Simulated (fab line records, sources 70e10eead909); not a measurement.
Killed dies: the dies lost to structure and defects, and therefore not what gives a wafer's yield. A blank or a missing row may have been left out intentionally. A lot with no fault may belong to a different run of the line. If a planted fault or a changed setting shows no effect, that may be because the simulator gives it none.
fab line records | flow nand_harc
record: lots: 10 | wafers: 28 | last_day: 33
route steps=1302 shown A_ONON_D2@559 A_CHANNEL_HOLE_D2@570 END@1301
lots with no fault: from the same line, run without faults
start_h: hours from the record's first day to the start of the lot's first wafer shown | wait_h: hours from the lot's prior step to this one | " the same as in the row above | L1.1+2: a row that stands for several wafers | - value missing, or start not given | * or withheld: withheld | < > ~ a bound
route shown NAME@n: names a module that has steps shown in the file, with the first one's number in the route | usual: mean and standard deviation over wafers with no fault | same: alike in all rows | chamber/n: place in a boat | sites: readings site by site | _std_site: standard deviation of those values | _edge_site: inner sites' mean taken away from outer sites' mean | radius_mm: for every site, how far away it sits from the centre of the wafer | mask NAME#n: copy n | behind: tool/chamber where the wafer was last shaped | hold: why the lot was held/for how many hours/how that ended | device: which transistor (n, p or np) failed to switch | end of line: tests of these same wafers at the route's end | where a step has no rows: the recipe by itself | killed: count of dies lost to structure and defects at first sort (not the wafer's yield) | map: a wafer's dies, marking killed ones x, the rest . and places with no die _
set.NAME: the setting that was run; set.NAME@STEP: the one run at that earlier step | model.NAME: the simulator's own value behind a step, which no gauge read
steps of the route over a sample of lots; a table a step, a row a wafer
services: the hour from which a tool's chamber was out of use, counted from the record's first day as start_h (under 0 if before that day), plus the number of hours and why
== steps ==
step: NHARC_A_ONON_D2_THK_MEAS_21
recipe: thk_meas_gauge: ellipsometry
usual: thk_nm: 1001/8.6
lot.wafer | tool          | chamber | start_h | wait_h | thk_nm
L816.1    | film_metro-01 | -       | 275.01  | -      | 999
L816.2    | "             | -       | "       | "      | 999
L816.4    | "             | -       | "       | "      | 1001
L820.1    | film_metro-02 | -       | 327.30  | -      | 989
L820.2    | "             | -       | "       | "      | 989
L820.6    | "             | -       | "       | "      | 991
L822.2    | film_metro-01 | -       | 334.79  | -      | 990
L822.3    | "             | -       | "       | "      | 992
L822.5    | "             | -       | "       | "      | 989
L821.1    | film_metro-02 | -       | 334.81  | -      | 1007
L821.4    | "             | -       | "       | "      | 1007
L821.6    | "             | -       | "       | "      | 1006
L825.3    | film_metro-02 | -       | 369.92  | -      | 997
L825.4    | "             | -       | "       | "      | 996
L825.6    | "             | -       | "       | "      | 998
L830.1    | film_metro-02 | -       | 433.24  | -      | 1001
L830.4    | "             | -       | "       | "      | 1001
L830.5    | "             | -       | "       | "      | 1001
L833.1    | film_metro-02 | -       | 446.84  | -      | 1007
L833.2    | "             | -       | "       | "      | 1009
L833.4    | "             | -       | "       | "      | 1009
L834.2    | film_metro-01 | -       | 458.27  | -      | 999
L834.6    | "             | -       | "       | "      | 998
L836.1    | film_metro-01 | -       | 483.40  | -      | 1013
L836.5    | "             | -       | "       | "      | 1015
L839.2    | film_metro-01 | -       | 506.03  | -      | 987
L839.4    | "             | -       | "       | "      | 987
L839.6    | "             | -       | "       | "      | 987
step: NHARC_A_ONON_D2_THK_MEAS_24
recipe: thk_meas_gauge: ellipsometry
usual: thk_nm: 998/10
lot.wafer | tool          | chamber | start_h | wait_h | thk_nm
L816.1    | film_metro-01 | -       | 275.58  | -      | 989
L816.2    | "             | -       | "       | "      | 987
L816.4    | "             | -       | "       | "      | 989
L820.1    | film_metro-02 | -       | 327.87  | -      | 1007
L820.2    | "             | -       | "       | "      | 1005
L820.6    | "             | -       | "       | "      | 1007
L822.2    | film_metro-02 | -       | 335.35  | -      | 1010
L822.3    | "             | -       | "       | "      | 1011
L822.5    | "             | -       | "       | "      | 1009
L821.1    | film_metro-01 | -       | 335.38  | -      | 986
L821.4    | "             | -       | "       | "      | 986
L821.6    | "             | -       | "       | "      | 987
L825.3    | film_metro-02 | -       | 370.49  | -      | 1008
L825.4    | "             | -       | "       | "      | 1008
L825.6    | "             | -       | "       | "      | 1009
L830.1    | film_metro-02 | -       | 433.81  | -      | 984
L830.4    | "             | -       | "       | "      | 983
L830.5    | "             | -       | "       | "      | 984
L833.1    | film_metro-02 | -       | 447.41  | -      | 982
L833.2    | "             | -       | "       | "      | 982
L833.4    | "             | -       | "       | "      | 982
L834.2    | film_metro-02 | -       | 458.84  | -      | 993
L834.6    | "             | -       | "       | "      | 992
L836.1    | film_metro-02 | -       | 483.97  | -      | 1001
L836.5    | "             | -       | "       | "      | 1000
L839.2    | film_metro-02 | -       | 506.60  | -      | 1008
L839.4    | "             | -       | "       | "      | 1008
L839.6    | "             | -       | "       | "      | 1006
step: NHARC_A_CHANNEL_HOLE_D2_DEP_00
recipe: target_thk_a: 31000 | temp_c: 400 | material: aC
usual: throttle_valve_pct: 35.000/0.0093
lot.wafer | tool       | chamber | start_h | wait_h | throttle_valve_pct
L816.1    | acl_dep-03 | 0       | 277.44  | 0.1    | 35.001
L816.2    | "          | 0       | "       | "      | 35.000
L816.4    | "          | 0       | "       | "      | 35.006
L820.1    | acl_dep-03 | 0       | 332.14  | 2.6    | 35.002
L820.2    | "          | 0       | "       | "      | 34.998
L820.6    | "          | 0       | 333.72  | 4.1    | 34.983
L822.2    | acl_dep-02 | 0       | 337.41  | 0.4    | 35.004
L822.3    | "          | 0       | "       | "      | 35.008
L822.5    | "          | 0       | "       | "      | 34.997
L821.1    | acl_dep-03 | 0       | 338.07  | 1.0    | 35.005
L821.4    | "          | 0       | "       | "      | 34.991
L821.6    | "          | 0       | "       | "      | 34.985
L825.3    | acl_dep-02 | 0       | 376.37  | 4.2    | 34.985
L825.4    | "          | 0       | "       | "      | 34.977
L825.6    | "          | 0       | "       | "      | 35.000
L830.1    | acl_dep-01 | 0       | 439.16  | 3.7    | 35.008
L830.4    | "          | 0       | "       | "      | 35.006
L830.5    | "          | 0       | "       | "      | 35.020
L833.1    | acl_dep-03 | 0       | 450.29  | 1.2    | 35.014
L833.2    | "          | 0       | "       | "      | 34.998
L833.4    | "          | 0       | "       | "      | 35.018
L834.2    | acl_dep-02 | 0       | 463.15  | 2.6    | 35.003
L834.6    | "          | 0       | 464.40  | 3.8    | 35.000
L836.1    | acl_dep-01 | 0       | 487.67  | 1.8    | 34.997
L836.5    | "          | 0       | 488.92  | 3.0    | 34.995
L839.2    | acl_dep-02 | 0       | 508.78  | 0.4    | 35.000
L839.4    | "          | 0       | "       | "      | 34.991
L839.6    | "          | 0       | "       | "      | 35.002
step: NHARC_A_CHANNEL_HOLE_D2_PEB_08
recipe: peb_temp_c: 100 | peb_time_s: 65
usual: heater_power_total_W: 156.7/0.41
lot.wafer | tool           | chamber | start_h | wait_h | heater_power_total_W
L816.1    | litho_track-04 | 0       | 279.87  | 0.1    | 156.4
L816.2    | "              | 0       | "       | "      | 157.1
L816.4    | "              | 0       | "       | "      | 156.6
L820.1    | litho_track-06 | 0       | 334.71  | 0.1    | 155.9
L820.2    | "              | 0       | "       | "      | 156.9
L820.6    | "              | 0       | "       | "      | 155.9
L822.2    | litho_track-01 | 0       | 339.68  | 0.1    | 156.3
L822.3    | "              | 0       | "       | "      | 157.1
L822.5    | "              | 0       | "       | "      | 156.3
L821.1    | litho_track-04 | 0       | 340.64  | 0.1    | 156.5
L821.4    | "              | 0       | "       | "      | 157.1
L821.6    | "              | 0       | "       | "      | 156.8
L825.3    | litho_track-01 | 0       | 378.32  | 0.0    | 156.1
L825.4    | "              | 0       | "       | "      | 157.1
L825.6    | "              | 0       | "       | "      | 156.0
L830.1    | litho_track-04 | 0       | 441.73  | 0.1    | 157.2
L830.4    | "              | 0       | "       | "      | 156.4
L830.5    | "              | 0       | "       | "      | 156.1
L833.1    | litho_track-04 | 0       | 452.96  | 0.1    | 157.1
L833.2    | "              | 0       | "       | "      | 156.7
L833.4    | "              | 0       | "       | "      | 156.1
L834.2    | litho_track-04 | 0       | 465.38  | 0.1    | 156.9
L834.6    | "              | 0       | "       | "      | 157.2
L836.1    | litho_track-04 | 0       | 490.21  | 0.1    | 156.8
L836.5    | "              | 0       | "       | "      | 157.2
L839.2    | litho_track-06 | 0       | 511.07  | 0.1    | 157.1
L839.4    | "              | 0       | "       | "      | 156.8
L839.6    | "              | 0       | "       | "      | 157.0
step: NHARC_A_CHANNEL_HOLE_D2_CD_MEAS_10
recipe: target_cd_nm: 100 | landing_energy_ev: 500
usual: cd_nm: 100.1/0.4
lot.wafer | tool      | chamber | start_h | wait_h | cd_nm
L816.1    | cd_sem-03 | 0       | 279.95  | -      | 100.0
L816.2    | "         | 0       | "       | "      | 100.1
L816.4    | "         | 0       | "       | "      | 100.5
L820.1    | cd_sem-03 | 0       | 334.79  | -      | 100.4
L820.2    | "         | 0       | "       | "      | 100.5
L820.6    | "         | 0       | "       | "      | 100.0
L822.2    | cd_sem-01 | 0       | 339.76  | -      | 100.3
L822.3    | "         | 0       | "       | "      | 100.1
L822.5    | "         | 0       | "       | "      | 100.5
L821.1    | cd_sem-03 | 0       | 340.72  | -      | 100.3
L821.4    | "         | 0       | "       | "      | 99.5
L821.6    | "         | 0       | "       | "      | 99.7
L825.3    | cd_sem-03 | 0       | 378.40  | -      | 100.1
L825.4    | "         | 0       | "       | "      | 99.6
L825.6    | "         | 0       | "       | "      | 100.6
L830.1    | cd_sem-02 | 0       | 441.81  | -      | 101.0
L830.4    | "         | 0       | "       | "      | 100.5
L830.5    | "         | 0       | "       | "      | 100.9
L833.1    | cd_sem-01 | 0       | 453.04  | -      | 113.6
L833.2    | "         | 0       | "       | "      | 113.3
L833.4    | "         | 0       | "       | "      | 100.0
L834.2    | cd_sem-02 | 0       | 465.46  | -      | 113.2
L834.6    | "         | 0       | "       | "      | 100.0
L836.1    | cd_sem-03 | 0       | 490.29  | -      | 114.0
L836.5    | "         | 0       | "       | "      | 100.7
L839.2    | cd_sem-02 | 0       | 511.15  | -      | 100.1
L839.4    | "         | 0       | "       | "      | 99.3
L839.6    | "         | 0       | "       | "      | 99.8
step: NHARC_A_CHANNEL_HOLE_D2_CD_MEAS_31
usual: cd_nm: 89.9/1.1
lot.wafer | tool      | chamber | start_h | wait_h | cd_nm
L816.1    | cd_sem-02 | -       | 287.05  | -      | 90.9
L816.2    | "         | -       | "       | "      | 89.4
L816.4    | "         | -       | "       | "      | 90.9
L820.1    | cd_sem-02 | -       | 343.96  | -      | 91.1
L820.2    | "         | -       | "       | "      | 88.8
L820.6    | "         | -       | "       | "      | 90.8
L822.2    | cd_sem-03 | -       | 348.35  | -      | 90.6
L822.3    | "         | -       | "       | "      | 90.3
L822.5    | "         | -       | "       | "      | 90.4
L821.1    | cd_sem-01 | -       | 349.29  | -      | 90.2
L821.4    | "         | -       | "       | "      | 88.2
L821.6    | "         | -       | "       | "      | 89.5
L825.3    | cd_sem-01 | -       | 387.16  | -      | 89.1
L825.4    | "         | -       | "       | "      | 90.6
L825.6    | "         | -       | "       | "      | 90.4
L830.1    | cd_sem-02 | -       | 448.70  | -      | 90.0
L830.4    | "         | -       | "       | "      | 90.9
L830.5    | "         | -       | "       | "      | 89.4
L833.1    | cd_sem-01 | -       | 459.95  | -      | 104.2
L833.2    | "         | -       | "       | "      | 103.7
L833.4    | "         | -       | "       | "      | 89.2
L834.2    | cd_sem-01 | -       | 472.33  | -      | 102.7
L834.6    | "         | -       | "       | "      | 89.8
L836.1    | cd_sem-03 | -       | 497.19  | -      | 103.0
L836.5    | "         | -       | "       | "      | 89.5
L839.2    | cd_sem-02 | -       | 518.04  | -      | 90.6
L839.4    | "         | -       | "       | "      | 88.2
L839.6    | "         | -       | "       | "      | 88.0
step: NHARC_A_CHANNEL_HOLE_D2_XSEM_32
recipe: landing_energy_ev: 35000
usual: bot_cd_nm: 74.3/1.1 | bow_nm: 8.58/0.29 | tilt_deg: 0.06/0.033
lot.wafer | tool    | chamber | start_h | wait_h | bot_cd_nm | bow_nm | tilt_deg
L816.1    | xsem-02 | 0       | 287.14  | 0.1    | 74.5      | 8.81   | 0.07
L816.2    | "       | 0       | "       | "      | 74.2      | 8.73   | 0.07
L816.4    | "       | 0       | "       | "      | 73.7      | 8.73   | 0.07
L820.1    | xsem-02 | 0       | 344.05  | 0.1    | 75.8      | 8.40   | 0.04
L820.2    | "       | 0       | "       | "      | 72.4      | 8.28   | 0.04
L820.6    | "       | 0       | "       | "      | 75.8      | 8.42   | 0.04
L822.2    | xsem-02 | 0       | 348.44  | 0.1    | 74.1      | 8.58   | 0.10
L822.3    | "       | 0       | "       | "      | 74.9      | 8.59   | 0.11
L822.5    | "       | 0       | "       | "      | 75.0      | 8.53   | 0.10
L821.1    | xsem-01 | 0       | 349.37  | 0.1    | 74.3      | 8.76   | 0.08
L821.4    | "       | 0       | "       | "      | 73.1      | 8.79   | 0.08
L821.6    | "       | 0       | "       | "      | 73.5      | 8.84   | 0.08
L825.3    | xsem-02 | 0       | 387.25  | 0.1    | 73.2      | 8.22   | 0.04
L825.4    | "       | 0       | "       | "      | 75.2      | 8.21   | 0.04
L825.6    | "       | 0       | "       | "      | 74.4      | 8.22   | 0.04
L830.1    | xsem-01 | 0       | 448.79  | 0.1    | 73.8      | 8.64   | 0.07
L830.4    | "       | 0       | "       | "      | 73.5      | 8.61   | 0.07
L830.5    | "       | 0       | "       | "      | 72.5      | 8.67   | 0.07
L833.1    | xsem-02 | 0       | 460.04  | 0.1    | 88.0      | 9.19   | 0.10
L833.2    | "       | 0       | "       | "      | 87.8      | 9.15   | 0.09
L833.4    | "       | 0       | "       | "      | 73.1      | 9.14   | 0.10
L834.2    | xsem-01 | 0       | 472.41  | 0.1    | 88.1      | 8.22   | 0.10
L834.6    | "       | 0       | "       | "      | 75.0      | 8.15   | 0.10
L836.1    | xsem-01 | 0       | 497.28  | 0.1    | 87.9      | 8.79   | 0.03
L836.5    | "       | 0       | "       | "      | 74.8      | 8.75   | 0.03
L839.2    | xsem-02 | 0       | 518.13  | 0.1    | 76.1      | 8.33   | 0.09
L839.4    | "       | 0       | "       | "      | 73.4      | 8.44   | 0.09
L839.6    | "       | 0       | "       | "      | 73.1      | 8.36   | 0.09
step: NHARC_END_WLT_00
usual: VT_DECK1_BOTTOM: 0.871/0.0068 | VT_DECK1_BOTTOM_INNER: 0.871/0.006 | VT_DECK1_MEDIAN_NEAR_BOTTOM: 0.872/0.0066 | VT_DECK1_MEDIAN_NEAR_BOTTOM_INNER: 0.873/0.0063 | VT_DECK1_MIDDLE: 0.885/0.0069 | VT_DECK1_MIDDLE_INNER: 0.885/0.0069 | VT_DECK1_TOP: 0.896/0.0068 | VT_DECK1_TOP_INNER: 0.896/0.0074 | VT_DECK2_BOTTOM: 0.869/0.007 | VT_DECK2_BOTTOM_INNER: 0.870/0.0073 | VT_DECK2_MEDIAN_NEAR_BOTTOM: 0.871/0.0071 | VT_DECK2_MEDIAN_NEAR_BOTTOM_INNER: 0.870/0.0069 | VT_DECK2_MIDDLE: 0.883/0.0062 | VT_DECK2_MIDDLE_INNER: 0.883/0.0064 | VT_DECK2_TOP: 0.894/0.007 | VT_DECK2_TOP_INNER: 0.894/0.0062
lot.wafer | tool      | chamber | start_h | wait_h | VT_DECK1_BOTTOM | VT_DECK1_BOTTOM_INNER | VT_DECK1_MEDIAN_NEAR_BOTTOM | VT_DECK1_MEDIAN_NEAR_BOTTOM_INNER | VT_DECK1_MIDDLE | VT_DECK1_MIDDLE_INNER | VT_DECK1_TOP | VT_DECK1_TOP_INNER | VT_DECK2_BOTTOM | VT_DECK2_BOTTOM_INNER | VT_DECK2_MEDIAN_NEAR_BOTTOM | VT_DECK2_MEDIAN_NEAR_BOTTOM_INNER | VT_DECK2_MIDDLE | VT_DECK2_MIDDLE_INNER | VT_DECK2_TOP | VT_DECK2_TOP_INNER
L816.1    | prober-02 | -       | 530.93  | 0.0    | 0.877           | 0.871                 | 0.877                       | 0.878                             | 0.894           | 0.888                 | 0.899        | 0.896              | 0.873           | 0.880                 | 0.876                       | 0.879                             | 0.890           | 0.886                 | 0.890        | 0.894
L816.2    | "         | -       | "       | "      | 0.874           | 0.864                 | 0.870                       | 0.880                             | 0.887           | 0.891                 | 0.902        | 0.898              | 0.868           | 0.877                 | 0.875                       | 0.870                             | 0.889           | 0.886                 | 0.898        | 0.896
L816.4    | "         | -       | 532.43  | 1.6    | 0.872           | 0.875                 | 0.872                       | 0.873                             | 0.893           | 0.886                 | 0.898        | 0.915              | 0.874           | 0.873                 | 0.867                       | 0.869                             | 0.886           | 0.888                 | 0.897        | 0.897
L820.1    | prober-01 | -       | 607.44  | 0.0    | 0.873           | 0.876                 | 0.867                       | 0.871                             | 0.890           | 0.890                 | 0.894        | 0.899              | 0.871           | 0.875                 | 0.885                       | 0.878                             | 0.885           | 0.891                 | 0.899        | 0.902
L820.2    | "         | -       | "       | "      | 0.874           | 0.877                 | 0.875                       | 0.875                             | 0.885           | 0.885                 | 0.892        | 0.896              | 0.870           | 0.861                 | 0.860                       | 0.875                             | 0.887           | 0.887                 | 0.897        | 0.894
L820.6    | "         | -       | 609.96  | 2.6    | 0.870           | 0.862                 | 0.882                       | 0.868                             | 0.884           | 0.883                 | 0.902        | 0.900              | 0.876           | 0.867                 | 0.882                       | 0.877                             | 0.888           | 0.881                 | 0.893        | 0.905
L821.1    | prober-02 | -       | 607.45  | 0.1    | 0.863           | 0.866                 | 0.858                       | 0.864                             | 0.883           | 0.873                 | 0.887        | 0.883              | 0.861           | 0.858                 | 0.862                       | 0.863                             | 0.877           | 0.872                 | 0.888        | 0.889
L821.4    | "         | -       | 608.96  | 1.6    | 0.864           | 0.861                 | 0.867                       | 0.872                             | 0.886           | 0.882                 | 0.890        | 0.886              | 0.864           | 0.855                 | 0.864                       | 0.857                             | 0.868           | 0.877                 | 0.881        | 0.881
L821.6    | "         | -       | 609.97  | 2.6    | 0.861           | 0.875                 | 0.871                       | 0.869                             | 0.876           | 0.875                 | 0.883        | 0.885              | 0.863           | 0.858                 | 0.862                       | 0.856                             | 0.872           | 0.877                 | 0.883        | 0.885
L822.2    | prober-01 | -       | 616.43  | 0.5    | 0.875           | 0.869                 | 0.876                       | 0.871                             | 0.887           | 0.878                 | 0.891        | 0.884              | 0.872           | 0.878                 | 0.882                       | 0.874                             | 0.894           | 0.883                 | 0.901        | 0.904
L822.3    | "         | -       | "       | "      | 0.872           | 0.866                 | 0.866                       | 0.870                             | 0.884           | 0.883                 | 0.885        | 0.893              | 0.871           | 0.876                 | 0.878                       | 0.881                             | 0.882           | 0.897                 | 0.904        | 0.901
L822.5    | "         | -       | "       | "      | 0.874           | 0.865                 | 0.863                       | 0.864                             | 0.877           | 0.882                 | 0.896        | 0.901              | 0.873           | 0.874                 | 0.875                       | 0.875                             | 0.890           | 0.891                 | 0.904        | 0.899
L825.3    | prober-02 | -       | 645.24  | 1.1    | 0.880           | 0.874                 | 0.879                       | 0.879                             | 0.882           | 0.890                 | 0.913        | 0.902              | 0.859           | 0.868                 | 0.865                       | 0.863                             | 0.873           | 0.878                 | 0.884        | 0.889
L825.4    | "         | -       | "       | "      | 0.881           | 0.873                 | 0.872                       | 0.873                             | 0.887           | 0.892                 | 0.898        | 0.909              | 0.872           | 0.877                 | 0.868                       | 0.871                             | 0.882           | 0.882                 | 0.896        | 0.891
L825.6    | "         | -       | "       | "      | 0.883           | 0.875                 | 0.880                       | 0.880                             | 0.895           | 0.885                 | 0.900        | 0.908              | 0.855           | 0.865                 | 0.874                       | 0.878                             | 0.891           | 0.884                 | 0.890        | 0.896
L830.1    | prober-01 | -       | 708.08  | 0.0    | 0.864           | 0.867                 | 0.871                       | 0.874                             | 0.879           | 0.882                 | 0.892        | 0.890              | 0.863           | 0.862                 | 0.865                       | 0.864                             | 0.868           | 0.875                 | 0.888        | 0.888
L830.4    | "         | -       | 709.56  | 1.5    | 0.852           | 0.869                 | 0.865                       | 0.863                             | 0.873           | 0.881                 | 0.887        | 0.891              | 0.866           | 0.861                 | 0.859                       | 0.856                             | 0.879           | 0.877                 | 0.876        | 0.901
L830.5    | "         | -       | "       | "      | 0.864           | 0.866                 | 0.866                       | 0.863                             | 0.883           | 0.870                 | 0.885        | 0.900              | 0.857           | 0.859                 | 0.855                       | 0.860                             | 0.872           | 0.869                 | 0.885        | 0.884
L833.1    | prober-01 | -       | 718.96  | 0.0    | 0.881           | 0.867                 | 0.873                       | 0.873                             | 0.891           | 0.896                 | 0.904        | 0.889              | 0.913           | 0.916                 | 0.917                       | 0.912                             | 0.922           | 0.927                 | 0.940        | 0.928
L833.2    | "         | -       | "       | "      | 0.883           | 0.880                 | 0.878                       | 0.872                             | 0.884           | 0.885                 | 0.904        | 0.902              | 0.913           | 0.914                 | 0.910                       | 0.918                             | 0.920           | 0.916                 | 0.933        | 0.932
L833.4    | "         | -       | 720.47  | 1.5    | 0.879           | 0.882                 | 0.870                       | 0.881                             | 0.886           | 0.883                 | 0.899        | 0.905              | 0.879           | 0.874                 | 0.872                       | 0.876                             | 0.889           | 0.892                 | 0.911        | 0.902
L834.2    | prober-02 | -       | 727.23  | 4.5    | 0.870           | 0.874                 | 0.882                       | 0.868                             | 0.889           | 0.884                 | 0.902        | 0.893              | 0.907           | 0.905                 | 0.907                       | 0.913                             | 0.914           | 0.918                 | 0.926        | 0.930
L834.6    | "         | -       | 729.21  | 6.5    | 0.868           | 0.868                 | 0.872                       | 0.877                             | 0.886           | 0.883                 | 0.899        | 0.896              | 0.876           | 0.869                 | 0.874                       | 0.875                             | 0.887           | 0.886                 | 0.899        | 0.894
L836.1    | prober-02 | -       | 745.65  | 0.1    | 0.883           | 0.870                 | 0.882                       | 0.875                             | 0.895           | 0.892                 | 0.901        | 0.909              | 0.907           | 0.906                 | 0.905                       | 0.910                             | 0.915           | 0.914                 | 0.936        | 0.923
L836.5    | "         | -       | 747.63  | 2.0    | 0.884           | 0.881                 | 0.881                       | 0.879                             | 0.891           | 0.896                 | 0.901        | 0.903              | 0.882           | 0.882                 | 0.880                       | 0.872                             | 0.892           | 0.885                 | 0.899        | 0.893
L839.2    | prober-01 | -       | 777.77  | 0.5    | 0.867           | 0.871                 | 0.876                       | 0.872                             | 0.887           | 0.881                 | 0.891        | 0.897              | 0.877           | 0.874                 | 0.877                       | 0.876                             | 0.896           | 0.883                 | 0.896        | 0.898
L839.4    | "         | -       | 778.78  | 1.6    | 0.876           | 0.870                 | 0.879                       | 0.870                             | 0.888           | 0.886                 | 0.894        | 0.894              | 0.857           | 0.864                 | 0.868                       | 0.862                             | 0.892           | 0.888                 | 0.897        | 0.894
L839.6    | "         | -       | 779.78  | 2.6    | 0.876           | 0.874                 | 0.872                       | 0.883                             | 0.889           | 0.887                 | 0.890        | 0.896              | 0.869           | 0.866                 | 0.866                       | 0.866                             | 0.886           | 0.892                 | 0.895        | 0.892
step: NHARC_END_SORT_01
recipe: temp_c: 25
usual: killed_at_array: 56/20 | killed_at_other: 1/1.3 | killed_at_periphery: 3.5/2.7 | killed_dies: 60/20 | killed_open: 3.3/1.6 | killed_short: 2.4/1.5
same: gross_dies: 677
lot.wafer | tool      | chamber | start_h | wait_h | killed_at_array | killed_at_other | killed_at_periphery | killed_dies | killed_open | killed_short
L833.1    | prober-01 | 0       | 721.97  | 2.5    | 112             | 1               | 1                   | 114         | 3           | 2
L833.2    | prober-01 | 0       | 722.77  | 2.8    | 120             | 0               | 1                   | 121         | 2           | 5
L833.4    | prober-01 | 0       | 724.38  | 3.4    | 45              | 2               | 4                   | 51          | 2           | 3
L834.2    | prober-02 | 0       | 730.51  | 2.8    | 33              | 0               | 1                   | 34          | 2           | 1
L834.6    | prober-02 | 0       | 733.72  | 4.0    | 27              | 0               | 4                   | 31          | 4           | 2
L836.1    | prober-02 | 0       | 748.62  | 2.5    | 133             | 3               | 5                   | 141         | 4           | 3
L836.5    | prober-02 | 0       | 751.77  | 3.6    | 32              | 0               | 8                   | 40          | 2           | 0
killed by level:class
L833.1 A_CHANNEL_HOLE_D2:area_peb=59 A_CHANNEL_HOLE_D1:chamber_film_flake=35 A_SLIT:chamber_film_flake=4 A_CONTACT:chamber_film_flake=3 A_STAIRCASE:chamber_film_flake=3 P_M0:geometric_particle:open=1 A_SOURCE_PLATE:geometric_particle:open=1 A_CHANNEL_FILL_D1:geometric_particle:short=1
L833.2 A_CHANNEL_HOLE_D2:area_peb=76 A_CHANNEL_HOLE_D1:chamber_film_flake=15 A_CONTACT:chamber_film_flake=7 A_SLIT:chamber_film_flake=5 A_CHANNEL_FILL_D1:geometric_particle:short=3 A_CHANNEL_FILL_D1:chamber_film_flake=3 A_STAIRCASE:chamber_film_flake=3 A_WL_FILL:chamber_film_flake=2
L833.4 A_CHANNEL_HOLE_D1:chamber_film_flake=27 A_CONTACT:chamber_film_flake=7 A_SLIT:chamber_film_flake=3 P_M2:chamber_film_flake=2 THIN_TSV:chamber_film_flake=2 P_M0:geometric_particle:open=1 A_SOURCE_PLATE:geometric_particle:short=1 A_CHANNEL_HOLE_D1:geometric_particle:short=1
L834.2 A_CHANNEL_HOLE_D1:chamber_film_flake=12 A_CHANNEL_HOLE_D2:area_peb=7 A_STAIRCASE:chamber_film_flake=4 A_SLIT:chamber_film_flake=3 A_BLC:chamber_film_flake=2 A_ONON_D1:geometric_particle:short=1 A_BLC:geometric_particle:open=1 A_M1:geometric_particle:open=1
L834.6 A_CHANNEL_HOLE_D1:chamber_film_flake=8 A_CONTACT:chamber_film_flake=4 P_GATE:chamber_film_flake=3 A_STAIRCASE:chamber_film_flake=3 A_CHANNEL_FILL_D2:geometric_particle:open=2 A_SLIT:chamber_film_flake=2 A_BLC:chamber_film_flake=2 A_DECK1_JOINT:geometric_particle:short=1
L836.1 A_CHANNEL_HOLE_D2:area_peb=92 A_CHANNEL_HOLE_D1:chamber_film_flake=23 A_CONTACT:chamber_film_flake=7 P_CONTACT:chamber_film_flake=3 A_DECK1_JOINT:geometric_particle:open=2 A_SLIT:chamber_film_flake=2 HYBRID_BOND:latent=2 P_CONTACT:geometric_particle:open=1
L836.5 A_CHANNEL_HOLE_D1:chamber_film_flake=17 P_CONTACT:chamber_film_flake=8 A_SLIT:chamber_film_flake=5 A_CONTACT:chamber_film_flake=5 A_SGD_CUT:chamber_film_flake=2 A_DECK1_JOINT:geometric_particle:open=1 A_ONON_D2:geometric_particle:open=1 A_CHANNEL_FILL_D1:chamber_film_flake=1
== services ==
tool           | chamber | start_h | hours | kind
acl_dep-02     | -       | 296.62  | 0.3   | repair
acl_dep-03     | -       | 298.38  | 13.0  | pm
litho_track-01 | -       | 330.00  | 7.0   | pm
litho_track-06 | -       | 354.00  | 7.0   | pm
acl_dep-01     | -       | 372.94  | 13.0  | pm
xsem-01        | -       | 374.00  | 14.0  | pm
litho_track-04 | -       | 378.00  | 7.0   | pm
acl_dep-02     | -       | 425.20  | 13.0  | pm
acl_dep-03     | -       | 481.17  | 13.0  | pm
litho_track-01 | -       | 505.00  | 7.0   | pm
== key ==
first_sign: step: NHARC_A_CHANNEL_HOLE_D2_CD_MEAS_10 | reading: cd_nm | direction: up | sigmas: 34 | usual: 100.1 | struck: 113.5
effect: step: NHARC_A_CHANNEL_HOLE_D2_CD_MEAS_31 | reading: cd_nm | direction: up | sigmas: 13 | usual: 89.9 | struck: 103.4
effect: step: NHARC_A_CHANNEL_HOLE_D2_XSEM_32 | reading: bot_cd_nm | direction: up | sigmas: 12 | usual: 74.3 | struck: 87.9
effect: step: NHARC_END_WLT_00 | reading: VT_DECK2_MEDIAN_NEAR_BOTTOM_INNER | direction: up | sigmas: 6.2 | usual: 0.870 | struck: 0.913
effect: step: NHARC_END_SORT_01 | reading: killed_at_array | direction: up | sigmas: 2.2 | usual: 56 | struck: 100 | wafers_moved: 3
more_kills_born_at: NHARC_A_CHANNEL_HOLE_D2_PEB_08@litho_track-04: 234
met_at NHARC_A_CHANNEL_HOLE_D2_PEB_08
struck_lots L833,L834,L836
struck_wafers L833.1,L833.2,L834.2,L836.1
tester_left_out L833,L834,L836
not_acting_at NHARC_A_ONON_D2_THK_MEAS_21,NHARC_A_ONON_D2_THK_MEAS_24,NHARC_A_CHANNEL_HOLE_D2_DEP_00
onset_between 441.73 452.96
fault: kind: process_parameter_drift | tool: litho_track-04 | chamber: - | onset_h: 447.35 | steps: NHARC_A_CHANNEL_HOLE_D2_PEB_08 | channel: peb_time_s | offset: * | shape: step | end_h: 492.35 | scope: struck_wafers_only | acts_in: * | stated: *
tester_left_out: of these lots the tester's yield and bins aren't shown, on N5 and GAA mostly nor the transistor test; their killed dies are dies lost to structure and defects alone, not to doping, threshold or leakage, so they don't give the yield
